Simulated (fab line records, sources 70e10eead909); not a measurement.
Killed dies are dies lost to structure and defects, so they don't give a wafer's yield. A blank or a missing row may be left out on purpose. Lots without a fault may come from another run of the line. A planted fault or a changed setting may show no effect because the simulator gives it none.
Chamber matching | flow nand_harc | NHARC_A_STAIRCASE_DESCUM_443 on rie_diel-08: 4 sister chambers
The step chemistry O2, time 3 s. 8 wafers are shown with their chamber, then 8 later ones without.

WAFERS WITH THEIR CHAMBER
wafer  | chamber | oes_product_au (a.u.) | throttle_valve_pct (%)
L081.1 | 3       | 1.019                 | 11.301
L084.2 | 2       | 0.989                 | 11.301
L086.2 | 0       | 1.001                 | 11.304
L086.6 | 1       | 1.010                 | 11.304
L088.1 | 1       | 1.008                 | 11.313
L088.3 | 3       | 1.024                 | 11.308
L088.5 | 2       | 0.978                 | 11.316
L089.1 | 0       | 1.004                 | 11.303

WAFERS WITHOUT THEIR CHAMBER
wafer  | oes_product_au (a.u.) | throttle_valve_pct (%)
L089.4 | 0.989                 | 11.304
L089.5 | 1.019                 | 11.307
L092.3 | 1.010                 | 11.316
L092.5 | 0.984                 | 11.312
L092.6 | 1.018                 | 11.321
L096.3 | 1.010                 | 11.323
L096.5 | 0.976                 | 11.311
L096.6 | 1.009                 | 11.311

WHICH CHAMBER EACH WENT THROUGH
wafer  | from the rows above          | in truth
L089.4 | can't be placed: 2 or 0      | 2
L089.5 | can't be placed: 3 or 1      | 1
L092.3 | can't be placed: 1 or 0 or 3 | 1
L092.5 | 2                            | 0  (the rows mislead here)
L092.6 | can't be placed: 3 or 1 or 0 | 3
L096.3 | can't be placed: 1 or 0 or 3 | 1
L096.5 | 2                            | 2
L096.6 | can't be placed: 1 or 0      | 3
Placed correctly: 1 of 8. Can't be placed from these rows: 6 (the true chamber is among the candidates in 5). Placed wrongly: 1.
How it was worked out, from the rows above alone: a wafer's distance from a chamber is the root of the sum, over the readings, of the square of ((its reading less the chamber's mean) divided by the reading's scatter). The wafer belongs to the nearest chamber; if the next one is less than 2 further off, it can't be placed. A chamber's mean is the mean of its shown wafers. The scatter: the root of (the sum of the squares of (reading less its chamber's mean) over the shown wafers, divided by (wafers less chambers)).
